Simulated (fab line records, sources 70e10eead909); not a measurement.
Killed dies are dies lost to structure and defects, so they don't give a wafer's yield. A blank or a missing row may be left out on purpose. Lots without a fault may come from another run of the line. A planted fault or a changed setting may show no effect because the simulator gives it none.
Chamber matching | flow nand_harc | NHARC_A_CONTACT_DEP_24 on pecvd-02: 3 sister chambers
The step deposits SiO2, target thk 500 nm. 6 wafers are shown with their chamber, then 8 later ones without.

WAFERS WITH THEIR CHAMBER
wafer  | chamber | heater_power_w (W) | throttle_valve_pct (%)
L084.5 | 1       | 476                | 15.6
L087.4 | 0       | 584                | 15.9
L089.3 | 2       | 659                | 16.1
L089.4 | 1       | 492                | 15.6
L089.6 | 2       | 700                | 16.0
L091.2 | 0       | 553                | 16.3

WAFERS WITHOUT THEIR CHAMBER
wafer  | heater_power_w (W) | throttle_valve_pct (%)
L091.3 | 713                | 16.0
L091.5 | 558                | 16.0
L095.2 | 499                | 15.9
L095.3 | 458                | 16.3
L095.6 | 505                | 16.0
L097.1 | 448                | 16.0
L097.2 | 742                | 16.2
L097.4 | 776                | 16.2

WHICH CHAMBER EACH WENT THROUGH
wafer  | from the rows above     | in truth
L091.3 | 2                       | 2
L091.5 | 0                       | 0
L095.2 | can't be placed: 1 or 0 | 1
L095.3 | can't be placed: 1 or 0 | 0
L095.6 | can't be placed: 1 or 0 | 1
L097.1 | 1                       | 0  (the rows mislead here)
L097.2 | 2                       | 2
L097.4 | 2                       | 2
Placed correctly: 4 of 8. Can't be placed from these rows: 3 (the true chamber is among the candidates in 3). Placed wrongly: 1.
How it was worked out, from the rows above alone: a wafer's distance from a chamber is the root of the sum, over the readings, of the square of ((its reading less the chamber's mean) divided by the reading's scatter). The wafer belongs to the nearest chamber; if the next one is less than 2 further off, it can't be placed. A chamber's mean is the mean of its shown wafers. The scatter: the root of (the sum of the squares of (reading less its chamber's mean) over the shown wafers, divided by (wafers less chambers)).
